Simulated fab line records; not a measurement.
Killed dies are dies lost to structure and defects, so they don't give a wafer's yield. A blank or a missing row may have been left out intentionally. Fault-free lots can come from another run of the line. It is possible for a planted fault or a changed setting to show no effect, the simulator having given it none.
Chamber matching -- flow n5 finfet -- N5_HKMG_FIN_STRIP_34 on rie diel-05: 4 sister chambers
The step strips in CF4. 14 wafers are shown with their chamber, then 6 later ones without.

## WAFERS WITH THEIR CHAMBER
wafer,chamber,drypump motor current A (A),showerhead plenum p Torr (Torr),throttle valve pct (%)
L914.2,3,5.4,1.78,13.47
L914.3,2,6.5,1.80,13.44
L914.5,3,5.4,1.78,13.48
L918.3,3,5.4,1.78,13.49
L918.4,2,6.5,1.80,13.47
L918.5,3,5.4,1.78,13.52
L924.4,0,5.8,1.78,13.86
L924.6,2,6.5,1.80,13.50
L926.3,1,6.1,1.71,13.96
L926.5,1,6.1,1.71,13.97
L926.6,0,5.8,1.78,13.86
L927.1,2,6.5,1.79,13.52
L927.3,0,5.7,1.78,13.89
L927.4,3,5.4,1.77,13.53

SIGNATURES, as means of the wafers listed above
reading,chamber 0,chamber 1,chamber 2,chamber 3,scatter within a chamber
drypump motor current A,5.767,6.100,6.500,5.400,0.0258
showerhead plenum p Torr,1.7800,1.7100,1.7975,1.7780,0.00394
throttle valve pct,13.8700,13.9650,13.4825,13.4980,0.0265
Rule: distance of a wafer from a chamber = root of the sum over the readings of ((wafer's reading minus chamber's mean) / reading's scatter) squared. The wafer belongs to the nearest chamber; if the next one is less than 2 further off, it can't be placed. The scatter is the square root of a quotient: the sum, over the shown wafers, of each reading's squared deviation from its chamber's mean, divided by wafers minus chambers.

## WAFERS WITH NO CHAMBER GIVEN
wafer,drypump motor current A (A),showerhead plenum p Torr (Torr),throttle valve pct (%)
L930.4,6.1,1.71,13.98
L930.5,5.7,1.78,13.89
L930.6,6.1,1.71,13.97
L935.3,5.4,1.77,13.58
L935.4,5.7,1.77,13.93
L935.6,5.8,1.77,13.91

## WHICH CHAMBER EACH WENT THROUGH
wafer,from the rows above,in truth
L930.4,1,1
L930.5,0,0
L930.6,1,1
L935.3,3,3
L935.4,0,0
L935.6,0,0
Correctly placed: 6 of 6. From these rows, 0 cannot be placed. Number placed wrongly: 0.
